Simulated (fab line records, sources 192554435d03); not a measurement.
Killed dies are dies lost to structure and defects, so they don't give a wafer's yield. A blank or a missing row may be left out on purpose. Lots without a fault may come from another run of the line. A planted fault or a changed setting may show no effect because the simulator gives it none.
fab line records | flow n5_finfet
record lots=7 wafers=21
route steps=1938 shown BEOL_M3@980 BEOL_M4@1070 BEOL_M5@1119 BEOL_M6@1200
start_h: hours from the record's first day to the start of the lot's first wafer shown | wait_h: hours since the lot's step before | " the same as in the row above | L1.1+2: a row that stands for several wafers | - no value, or no start given | * or withheld: withheld | < > ~ a bound
route shown NAME@n: a module of which the file shows steps, and the number in the route of the first | usual: mean/standard deviation of fault-free wafers | same: alike in all rows | chamber/n: place in a boat | sites: the reading at each site | _std_site: their standard deviation | _edge_site: outer sites' mean less inner sites' | radius_mm: how far each site lies from the wafer's centre | mask NAME#n: copy n | behind: the tool/chamber that last shaped the wafer | hold: why the lot was held/for how many hours/how that ended | device: the transistor (n, p or np) that didn't switch | end of line: the same wafers' tests at the end of the route | a step without rows: its recipe alone | killed: dies lost to structure and defects at the first sort, not the wafer's yield | map: a wafer's dies, x killed, . not, _ none there
set.NAME: the setting as run; set.NAME@STEP: as run at that earlier step | model.NAME: the simulator's own value behind a step, which no gauge read
lots whose settings were changed on purpose; a table a step, a row a wafer
## steps
# step N5_BEOL_M3_TRENCH_ETCH_37
# recipe chemistry=C4F6/O2 target_depth_a=555.55 target=SiOC time_s=29.2 ion_energy_ev=250 pressure_mtorr=30 source_w=355 bias_w=185 Ar_flow_sccm=300 C4F6_flow_sccm=10 O2_flow_sccm=10
# columns lot.wafer tool chamber start_h wait_h set.time_s model.BEOL_M3.feature_depth_nm model.etch.depth_nm model.TiN_of_BEOL_M3_HM_DEP_02.thk_nm
L074.1 rie_diel-03 3 - - 27.17 51.4 51.4 17.8
L074.2 " 0 " " 29.2 54.6 54.67 17.6
L074.5 " 2 " " 29.2 53.8 53.84 17.6
L077.4 rie_diel-02 3 - - 23.09 44.4 44.37 18
L077.5 " 0 " " 23.09 44.4 44.43 18.2
L077.6 " 3 " " 29.2 56 55.92 17.6
L076.3 rie_diel-02 3 - - 29.2 55.6 55.54 17.4
L076.4 " 1 " " 29.2 55.4 55.32 17.6
L076.6 " 1 " " 29.2 55.4 55.45 17.6
L078.2 rie_diel-02 0 - - 24.92 47.8 47.78 18
L078.3 " 2 " " 29.2 55.2 55.16 17.4
L078.6 " 1 " " 29.2 55.4 55.43 17.6
L086.1 rie_diel-03 1 - - 31.37 60.4 60.47 17
L086.2 " 3 " " 31.37 59.8 59.87 17
L086.3 " 0 " " 29.2 54.6 54.67 17.2
L087.2 rie_diel-06 1 - - 29.2 54.6 54.53 17.6
L087.5 " 2 " " 29.2 55.4 55.42 17.6
L087.6 " 3 " " 23.86 45.2 45.17 18
L091.2 rie_diel-02 3 - - 29.2 55.4 55.41 18
L091.3 " 2 " " 29.2 55.6 55.6 17.8
L091.4 " 0 " " 29.2 55.8 55.81 18
# step N5_BEOL_M3_ETCH_41
# recipe chemistry=CH3F/O2 target=SiCN target_depth_a=299 taper_deg=2 time_s=52.5 ion_energy_ev=120 mask_material=TiN pressure_mtorr=30 source_w=395 bias_w=75 Ar_flow_sccm=150 CH3F_flow_sccm=30 O2_flow_sccm=20
# step N5_BEOL_M3_STRIP_97
# recipe chemistry=N2/H2 time_s=10 power_w=450 temp_c=40 pressure_mtorr=20 rf_frequency_hz=6e+07 bias_power_w=7 n2_flow_sccm=200 h2_flow_sccm=200
# step N5_BEOL_M3_OCD_MEAS_38
# usual trench_depth_nm=55.4/0.61
# columns lot.wafer tool chamber start_h wait_h set.time_s@BEOL_M3_TRENCH_ETCH_37 trench_depth_nm
L074.1 ocd-01 - 169.15 - 27.17 51.4
L074.2 " - " " 29.2 54.1
L074.5 " - " " 29.2 53.9
L077.4 ocd-01 - 174.68 - 23.09 44.2
L077.5 " - " " 23.09 44.3
L077.6 " - " " 29.2 55.7
L076.3 ocd-02 - 177.47 - 29.2 55.6
L076.4 " - " " 29.2 55.3
L076.6 " - " " 29.2 55.6
L078.2 ocd-02 - 181.30 - 24.92 47.3
L078.3 " - " " 29.2 54.5
L078.6 " - " " 29.2 55.9
L086.1 ocd-02 - 275.26 - 31.37 60.7
L086.2 " - " " 31.37 60.3
L086.3 " - " " 29.2 55.0
L087.2 ocd-01 - 278.37 - 29.2 54.2
L087.5 " - " " 29.2 55.0
L087.6 " - " " 23.86 45.1
L091.2 ocd-02 - 303.17 - 29.2 55.1
L091.3 " - " " 29.2 55.6
L091.4 " - " " 29.2 56.2
# step N5_BEOL_M4_TRENCH_ETCH_37
# recipe chemistry=C4F6/O2 target_depth_a=555.55 target=SiOC time_s=29.2 ion_energy_ev=250 pressure_mtorr=30 source_w=355 bias_w=185 Ar_flow_sccm=300 C4F6_flow_sccm=10 O2_flow_sccm=10
# usual rf_vpp_V=667/7.3
# columns lot.wafer tool chamber start_h wait_h set.bias_w rf_vpp_V
L074.1 rie_diel-01 1 - - 160.6 593
L074.2 " 3 " " 185 655
L074.5 " 1 " " 160.6 593
L077.4 rie_diel-04 3 - - 185 671
L077.5 " 2 " " 185 664
L077.6 " 0 " " 185 676
L076.3 rie_diel-01 3 - - 209.1 721
L076.4 " 0 " " 185 671
L076.6 " 3 " " 185 655
L078.2 rie_diel-05 2 - - 185 667
L078.3 " 1 " " 196.3 692
L078.6 " 3 " " 185 660
L086.1 rie_diel-01 1 - - 207.2 723
L086.2 " 3 " " 207.2 716
L086.3 " 2 " " 207.2 745
L087.2 rie_diel-05 2 - - 163.9 604
L087.5 " 0 " " 185 670
L087.6 " 3 " " 163.9 602
L091.2 rie_diel-04 0 - - 185 673
L091.3 " 1 " " 185 668
L091.4 " 2 " " 185 663
# step N5_BEOL_M5_COAT_71
# recipe resist=underlayer temp_c=205 time_s=60 spin_rpm=1500 resist_thk_nm=5
# columns lot.wafer tool chamber start_h wait_h set.spin_rpm
L074.1 litho_track-03 0 - - 1548
L074.2+5 " 0 " " 1500
L077.4 litho_track-03 0 - - 1378
L077.5+6 " 0 " " 1500
L076.3+6 litho_track-03 0 - - 1500
L076.4 " 0 " " 1668
L078.2+3+6 litho_track-03 0 - - 1500
L086.1+2+3 litho_track-05 0 - - 1500
L087.2+6 litho_track-04 0 - - 1500
L087.5 " 0 " " 1551
L091.2+3+4 litho_track-04 0 - - 1500
# step N5_BEOL_M5_ETCH_72
# recipe chemistry=N2/H2 target=underlayer target_depth_a=65 mask_material=CAR-EUV time_s=5.2 ion_energy_ev=200 pressure_mtorr=30 source_w=840 bias_w=150 n2_flow_sccm=200 h2_flow_sccm=200 ends=cleared
# usual rf_vpp_V=523.7/2.8
# columns lot.wafer tool chamber start_h wait_h set.bias_w set.spin_rpm@BEOL_M5_COAT_71 rf_vpp_V model.etch.depth_nm
L074.1 rie_diel-06 3 187.95 0.0 150 1548 524.0 4.915
L074.2 " 2 " " 150 1500 519.6 4.991
L074.5 " 0 " " 150 1500 522.1 4.994
L077.4 rie_diel-03 0 196.52 0.0 150 1378 521.7 5.198
L077.5 " 1 " " 150 1500 526.8 4.976
L077.6 " 2 " " 150 1500 519.2 4.98
L076.3 rie_diel-03 3 198.52 0.0 150 1500 528.0 5.002
L076.4 " 0 " " 150 1668 523.0 4.753
L076.6 " 0 " " 150 1500 522.4 4.989
L078.2 rie_diel-03 1 205.78 0.0 141.4 1500 507.7 5.012
L078.3 " 2 " " 150 1500 520.9 5.02
L078.6 " 1 " " 141.4 1500 505.0 5.023
L086.1 rie_diel-03 2 293.56 0.0 150 1500 527.6 5.019
L086.2 " 3 " " 170.8 1500 571.0 5.015
L086.3 " 0 " " 170.8 1500 564.4 5.014
L087.2 rie_diel-06 0 308.63 0.0 150 1500 522.4 5.004
L087.5 " 2 " " 150 1551 520.1 4.928
L087.6 " 1 " " 150 1500 525.2 4.99
L091.2 rie_diel-02 1 337.48 0.0 150 1500 523.6 5.007
L091.3 " 2 " " 150 1500 527.5 5.008
L091.4 " 3 " " 150 1500 521.5 5.021
# step N5_BEOL_M6_COAT_60
# recipe resist=SiARC temp_c=220 time_s=60 spin_rpm=1500 resist_thk_nm=35
# columns lot.wafer tool chamber start_h wait_h set.spin_rpm model.SiARC_of_BEOL_M6_COAT_60.thk_nm
L074.1 litho_track-05 0 - - 1500 35
L074.2+5 " 0 " " 1500 35.2
L077.4 litho_track-01 0 - - 1500 34.8
L077.5 " 0 " " 1591 34
L077.6 " 0 " " 1500 35
L076.3+4 litho_track-02 0 - - 1604 33.8
L076.6 " 0 " " 1500 34.8
L078.2 litho_track-02 0 - - 1500 34.8
L078.3+6 " 0 " " 1500 35
L086.1 litho_track-02 0 - - 1500 35
L086.2 " 0 " " 1617 33.8
L086.3 " 0 " " 1500 34.8
L087.2+5 litho_track-05 0 - - 1450 35.4
L087.6 " 0 " " 1500 35
L091.2+3+4 litho_track-02 0 - - 1500 35.2
# step N5_BEOL_M6_COAT_05
# recipe resist=CAR-ArF spin_rpm=1500 resist_thk_nm=90
# step N5_BEOL_M6_EBR_07
# recipe solvent=PGMEA ebr_width_mm=1.5
# step N5_BEOL_M6_DESCUM_16
# recipe chemistry=O2 time_s=7.9 source_power_w=50 bias_power_w=20 pressure_mtorr=20 rf_frequency_hz=2.712e+07 temp_c=40 resist=CAR-ArF o2_flow_sccm=225
# step N5_BEOL_M6_ETCH_61
# recipe chemistry=CF4 target=SiARC target_depth_a=455 mask_material=CAR-ArF time_s=75.8 ion_energy_ev=80 pressure_mtorr=40 source_w=545 bias_w=36 Ar_flow_sccm=100 cf4_flow_sccm=100 ends=cleared
# columns lot.wafer tool chamber start_h wait_h set.spin_rpm@BEOL_M6_COAT_60 model.etch.depth_nm model.CAR-ArF_of_BEOL_M6_COAT_05.thk_nm
L074.1 rie_diel-04 3 201.11 0.0 1500 34.97 51.2
L074.2 " 0 " " 1500 35.13 50.8
L074.5 " 2 " " 1500 35.1 50.6
L077.4 rie_diel-04 3 211.26 0.0 1500 34.89 51.2
L077.5 " 2 " " 1591 34.05 51.6
L077.6 " 0 " " 1500 34.92 51.2
L076.3 rie_diel-05 3 211.68 0.0 1604 33.72 51.4
L076.4 " 2 " " 1604 33.84 51.2
L076.6 " 3 " " 1500 34.86 50.6
L078.2 rie_diel-05 0 219.50 0.0 1500 34.88 50.8
L078.3 " 1 " " 1500 34.92 50.6
L078.6 " 0 " " 1500 35 50.6
L086.1 rie_diel-04 0 304.57 0.0 1500 35 50.6
L086.2 " 3 " " 1617 33.7 51.8
L086.3 " 1 " " 1500 34.85 50.8
L087.2 rie_diel-01 0 320.77 0.0 1450 35.44 50.6
L087.5 " 1 " " 1450 35.48 50.8
L087.6 " 2 " " 1500 34.96 51.2
L091.2 rie_diel-05 3 351.19 0.0 1500 35.12 50.8
L091.3 " 1 " " 1500 35.14 50.6
L091.4 " 0 " " 1500 35.2 50.8
# step N5_BEOL_M6_ETCH_62
# recipe chemistry=N2/H2 target=SOC target_depth_a=1100 overetch_a=220 mask_material=SiARC temp_c=40 time_s=165 ion_energy_ev=200 pressure_mtorr=30 source_w=840 bias_w=150 n2_flow_sccm=200 h2_flow_sccm=200
# columns lot.wafer tool chamber start_h wait_h set.spin_rpm@BEOL_M6_COAT_60 model.SiARC_of_BEOL_M6_COAT_60.thk_nm
L074.1 rie_diel-04 3 201.17 0.0 1500 28.2
L074.2 " 0 " " 1500 28.4
L074.5 " 2 " " 1500 28.6
L077.4 rie_diel-04 3 211.35 0.1 1500 28
L077.5 " 2 " " 1591 27.4
L077.6 " 0 " " 1500 28.2
L076.3 rie_diel-05 3 211.74 0.0 1604 27
L076.4 " 2 " " 1604 27.2
L076.6 " 3 " " 1500 28.2
L078.2 rie_diel-05 0 219.55 0.0 1500 28.2
L078.3+6 " 1,0 " " 1500 28.4
L086.1 rie_diel-04 0 304.63 0.0 1500 28.4
L086.2 " 3 " " 1617 27
L086.3 " 1 " " 1500 28
L087.2+5 rie_diel-01 0,1 320.83 0.0 1450 28.8
L087.6 " 2 " " 1500 28
L091.2 rie_diel-05 3 351.25 0.0 1500 28.4
L091.3+4 " 1,0 " " 1500 28.6
# step N5_BEOL_M6_TRENCH_ETCH_37
# recipe chemistry=C4F6/O2 target_depth_a=944.35 target=SiCOH_lowk time_s=31.5 ion_energy_ev=250 pressure_mtorr=30 source_w=345 bias_w=185 Ar_flow_sccm=300 C4F6_flow_sccm=10 O2_flow_sccm=10
# columns lot.wafer tool chamber start_h wait_h set.time_s model.BEOL_M6.feature_depth_nm model.etch.depth_nm
L074.1 rie_diel-05 0 - - 25.57 76.4 76.4
L074.2 " 2 " " 25.57 76.8 76.72
L074.5 " 1 " " 31.5 94.4 94.49
L076.3 rie_diel-05 1 - - 31.5 94 94.08
L076.4 " 0 " " 31.5 92.8 92.72
L076.6 " 1 " " 31.5 94.4 94.38
L077.4 rie_diel-05 3 - - 31.5 95 94.93
L077.5 " 3 " " 31.5 94.6 94.65
L077.6 " 2 " " 27.7 82.2 82.11
L078.2 rie_diel-05 0 - - 29.15 87 87.05
L078.3 " 1 " " 29.15 87.2 87.3
L078.6 " 3 " " 31.5 93.6 93.64
L086.1 rie_diel-04 0 - - 31.5 94.8 94.76
L086.2 " 1 " " 31.5 95 94.94
L086.3 " 3 " " 31.5 95.2 95.28
L087.2 rie_diel-05 3 - - 31.5 95.6 95.66
L087.5 " 1 " " 31.5 95 94.98
L087.6 " 0 " " 31.5 94.8 94.79
L091.2 rie_diel-05 1 - - 31.5 93.8 93.76
L091.3 " 3 " " 31.5 94.2 94.16
L091.4 " 3 " " 31.5 94.4 94.46
# step N5_BEOL_M6_ETCH_41
# recipe chemistry=CH3F/O2 target=SiCN target_depth_a=297 taper_deg=2 time_s=52 ion_energy_ev=120 mask_material=TiN pressure_mtorr=30 source_w=395 bias_w=75 Ar_flow_sccm=150 CH3F_flow_sccm=30 O2_flow_sccm=20
# step N5_BEOL_M6_STRIP_80
# recipe chemistry=N2/H2 time_s=10 power_w=450 temp_c=40 pressure_mtorr=20 rf_frequency_hz=6e+07 bias_power_w=7 n2_flow_sccm=200 h2_flow_sccm=200
# step N5_BEOL_M6_OCD_MEAS_38
# usual trench_depth_nm=94.1/1.3
# columns lot.wafer tool chamber start_h wait_h set.time_s@BEOL_M6_TRENCH_ETCH_37 trench_depth_nm
L074.1 ocd-01 - 204.21 - 25.57 76.2
L074.2 " - " " 25.57 77.3
L074.5 " - " " 31.5 94.6
L076.3 ocd-01 - 214.89 - 31.5 94.3
L076.4 " - " " 31.5 92.8
L076.6 " - " " 31.5 94.5
L077.4 ocd-01 - 215.64 - 31.5 95.0
L077.5 " - " " 31.5 94.6
L077.6 " - " " 27.7 82.8
L078.2 ocd-02 - 225.37 - 29.15 86.9
L078.3 " - " " 29.15 87.2
L078.6 " - " " 31.5 93.7
L086.1 ocd-02 - 307.17 - 31.5 94.9
L086.2 " - " " 31.5 95.0
L086.3 " - " " 31.5 95.3
L087.2 ocd-02 - 323.25 - 31.5 95.3
L087.5 " - " " 31.5 94.7
L087.6 " - " " 31.5 94.7
L091.2 ocd-01 - 354.21 - 31.5 93.6
L091.3 " - " " 31.5 94.1
L091.4 " - " " 31.5 94.3
# step N5_BEOL_M6_ALD_77
# recipe material=TaN target_thk_a=20 temp_c=275 ald_precursor_family=PDMAT ald_co_reactant=NH3 pressure_torr=3 carrier_flow_sccm=1500 pulse_time_s=2 purge_time_s=3 co_reactant_purge_time_s=2 co_reactant_pulse_time_s=3 ald_cycles=40 precursor_vessel_temp_c=75 precursor_vessel_pressure_torr=26.25 precursor_vessel_carrier_sccm=1000
# columns lot.wafer tool chamber start_h wait_h set.ald_cycles
L074.1+2+5 ald_metal-02 2,3,2 205.11 0.1 40
L076.3+4+6 ald_metal-02 0,1,2 215.62 0.1 40
L077.4+5+6 ald_metal-01 2,0,1 217.58 0.0 45
L078.2+3 ald_metal-01 3,2 227.91 0.0 34
L078.6 " 2 " " 40
L086.1+2 ald_metal-01 3,0 308.21 0.0 40
L086.3 " 2 " " 34
L087.2 ald_metal-03 3 324.01 0.0 40
L087.5+6 " 3,2 " " 42
L091.2+3+4 ald_metal-02 3,0,1 356.22 0.2 40
# step N5_BEOL_M6_SURFACE_TREAT_79
# recipe gas=Ar time_s=* ion_energy_ev=* ion_current_ma_cm2=0.5 pressure_mtorr=* ar_flow_sccm=30
# step N5_BEOL_M6_CVD_78
# recipe material=Co target_thk_a=20 temp_c=withheld precursor=CCTBA/H2 pressure_torr=30 time_s=142.3
# step N5_BEOL_M6_ECD_50
# recipe material=Cu target_thk_a=3000
# step N5_BEOL_M6_ANNEAL_51
# recipe temp_c=225 time_s=90 ambient=N2
# step N5_BEOL_M6_CMP_52
# recipe stop_on=SiCOH_lowk t_overpolish_s=6.9 down_force_psi=1 platen_rpm=50 clearing_platen_down_force_psi=1.5 clearing_platen_rpm=50 post_cmp_clean=cu_alkaline target_thk_nm=80 clearing_platen_pad_velocity_m_s=0.99484 pad_velocity_m_s=0.99484
# columns lot.wafer tool chamber start_h wait_h set.time_s@BEOL_M6_TRENCH_ETCH_37 model.Cu_of_BEOL_M6_ECD_50.thk_nm
L074.2 cmp-01 1 206.37 0.3 25.57 62.4
L074.1 " 2 " " 25.57 62
L074.5 " 3 " " 31.5 80.2
L076.3+6 cmp-02 0,1 217.17 0.2 31.5 80.8
L076.4 " 2 " " 31.5 79.8
L077.4 cmp-03 1 218.68 0.2 31.5 81.4
L077.6 " 3 " " 27.7 68.6
L077.5 " 0 " " 31.5 79.8
L078.2 cmp-03 1 229.31 0.2 29.15 72.4
L078.3 " 3 " " 29.15 72.8
L078.6 " 2 " " 31.5 79
L086.3 cmp-01 0 309.19 0.2 31.5 81.6
L086.1 " 1 " " 31.5 79.8
L086.2 " 3 " " 31.5 79.2
L087.2+6 cmp-02 2,3 326.14 0.3 31.5 79.6
L087.5 " 0 " " 31.5 78.8
L091.4 cmp-01 2 357.46 0.2 31.5 79.8
L091.3 " 3 " " 31.5 78.6
L091.2 " 0 " " 31.5 78.2
# step N5_BEOL_M6_THK_MEAS_53
# recipe thk_meas_gauge=xrf reads=Cu_of_BEOL_M6_ECD_50
# usual M6_THK=78.7/1.6
# columns lot.wafer tool chamber start_h wait_h set.time_s@BEOL_M6_TRENCH_ETCH_37 M6_THK[nm]
L074.1 film_metro-01 - 206.59 - 25.57 60.8
L074.2 " - " " 25.57 61.6
L074.5 " - " " 31.5 78.9
L076.3 film_metro-02 - 217.47 - 31.5 79.5
L076.4 " - " " 31.5 78.5
L076.6 " - " " 31.5 79.3
L077.4 film_metro-01 - 218.90 - 31.5 79.4
L077.5 " - " " 31.5 78.1
L077.6 " - " " 27.7 67.1
L078.2 film_metro-02 - 229.60 - 29.15 72.3
L078.3 " - " " 29.15 72.7
L078.6 " - " " 31.5 79.2
L086.1 film_metro-02 - 309.49 - 31.5 79.2
L086.2 " - " " 31.5 78.6
L086.3 " - " " 31.5 80.7
L087.2 film_metro-02 - 326.32 - 31.5 78.2
L087.5 " - " " 31.5 77.6
L087.6 " - " " 31.5 78.5
L091.2 film_metro-02 - 357.72 - 31.5 77.7
L091.3 " - " " 31.5 78.4
L091.4 " - " " 31.5 79.5
# step N5_BEOL_M6_PRE_CLEAN_55
# recipe gas=NH3 time_s=15 temp_c=withheld rf_power_w=300
# step N5_BEOL_M6_DEP_56
# recipe material=SiCN target_thk_a=100 temp_c=withheld precursor=3MS/NH3 pressure_torr=3 rf_w=202 time_s=17.5
# step N5_BEOL_M6_RS_MEAS_57
# recipe thk_meas_gauge=four-point-probe reads=Cu_of_BEOL_M6_ECD_50+Co_of_BEOL_M6_CVD_78+TaN_of_BEOL_M6_ALD_77
# usual M6_RS=0.288/0.0064
# columns lot.wafer tool chamber start_h wait_h set.time_s@BEOL_M6_TRENCH_ETCH_37 M6_RS[ohm/sq]
L074.1 film_metro-02 - 206.72 0.1 25.57 0.388
L074.2 " - " " 25.57 0.383
L074.5 " - " " 31.5 0.284
L076.3 film_metro-01 - 217.60 0.1 31.5 0.282
L076.4 " - " " 31.5 0.287
L076.6 " - " " 31.5 0.282
L077.4 film_metro-02 - 219.03 0.0 31.5 0.279
L077.5 " - " " 31.5 0.286
L077.6 " - " " 27.7 0.343
L078.2 film_metro-02 - 229.73 0.1 29.15 0.321
L078.3 " - " " 29.15 0.320
L078.6 " - " " 31.5 0.289
L086.1 film_metro-01 - 309.62 0.1 31.5 0.287
L086.2 " - " " 31.5 0.288
L086.3 " - " " 31.5 0.279
L087.2 film_metro-02 - 326.45 0.1 31.5 0.287
L087.5 " - " " 31.5 0.290
L087.6 " - " " 31.5 0.287
L091.2 film_metro-02 - 357.85 0.1 31.5 0.293
L091.3 " - " " 31.5 0.291
L091.4 " - " " 31.5 0.286
## key
split step=N5_BEOL_M3_TRENCH_ETCH_37 setting=time_s stated=29.2 by=wafer
response step=N5_BEOL_M3_TRENCH_ETCH_37 reading=model.BEOL_M3.feature_depth_nm change=+0.543 per=1% r=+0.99
response step=N5_BEOL_M3_TRENCH_ETCH_37 reading=model.etch.depth_nm change=+0.542 per=1% r=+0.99
response step=N5_BEOL_M3_TRENCH_ETCH_37 reading=model.TiN_of_BEOL_M3_HM_DEP_02.thk_nm change=-0.0257 per=1% r=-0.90
response step=N5_BEOL_M3_OCD_MEAS_38 reading=trench_depth_nm change=+0.541 per=1% r=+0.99
split step=N5_BEOL_M4_TRENCH_ETCH_37 setting=bias_w stated=185 by=wafer
response step=N5_BEOL_M4_TRENCH_ETCH_37 reading=rf_vpp_V change=+4.9 per=1% r=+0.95
split step=N5_BEOL_M5_COAT_71 setting=spin_rpm stated=1500 by=wafer
response step=N5_BEOL_M5_ETCH_72 reading=model.etch.depth_nm change=-0.0234 per=1% r=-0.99
split step=N5_BEOL_M5_ETCH_72 setting=bias_w stated=150 by=wafer
response step=N5_BEOL_M5_ETCH_72 reading=rf_vpp_V change=+2.84 per=1% r=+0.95
split step=N5_BEOL_M6_COAT_60 setting=spin_rpm stated=1500 by=wafer
response step=N5_BEOL_M6_COAT_60 reading=model.SiARC_of_BEOL_M6_COAT_60.thk_nm change=-0.142 per=1% r=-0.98
response step=N5_BEOL_M6_ETCH_61 reading=model.etch.depth_nm change=-0.152 per=1% r=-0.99
response step=N5_BEOL_M6_ETCH_61 reading=model.CAR-ArF_of_BEOL_M6_COAT_05.thk_nm change=+0.112 per=1% r=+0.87
response step=N5_BEOL_M6_ETCH_62 reading=model.SiARC_of_BEOL_M6_COAT_60.thk_nm change=-0.152 per=1% r=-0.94
split step=N5_BEOL_M6_TRENCH_ETCH_37 setting=time_s stated=31.5 by=wafer
response step=N5_BEOL_M6_TRENCH_ETCH_37 reading=model.BEOL_M6.feature_depth_nm change=+0.964 per=1% r=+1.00
response step=N5_BEOL_M6_TRENCH_ETCH_37 reading=model.etch.depth_nm change=+0.97 per=1% r=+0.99
response step=N5_BEOL_M6_OCD_MEAS_38 reading=trench_depth_nm change=+0.956 per=1% r=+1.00
response step=N5_BEOL_M6_CMP_52 reading=model.Cu_of_BEOL_M6_ECD_50.thk_nm change=+0.956 per=1% r=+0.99
response step=N5_BEOL_M6_THK_MEAS_53 reading=M6_THK change=+0.942 per=1% r=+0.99
response step=N5_BEOL_M6_RS_MEAS_57 reading=M6_RS change=-0.00519 per=1% r=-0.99
split step=N5_BEOL_M6_ALD_77 setting=ald_cycles stated=40 by=wafer
response none clear
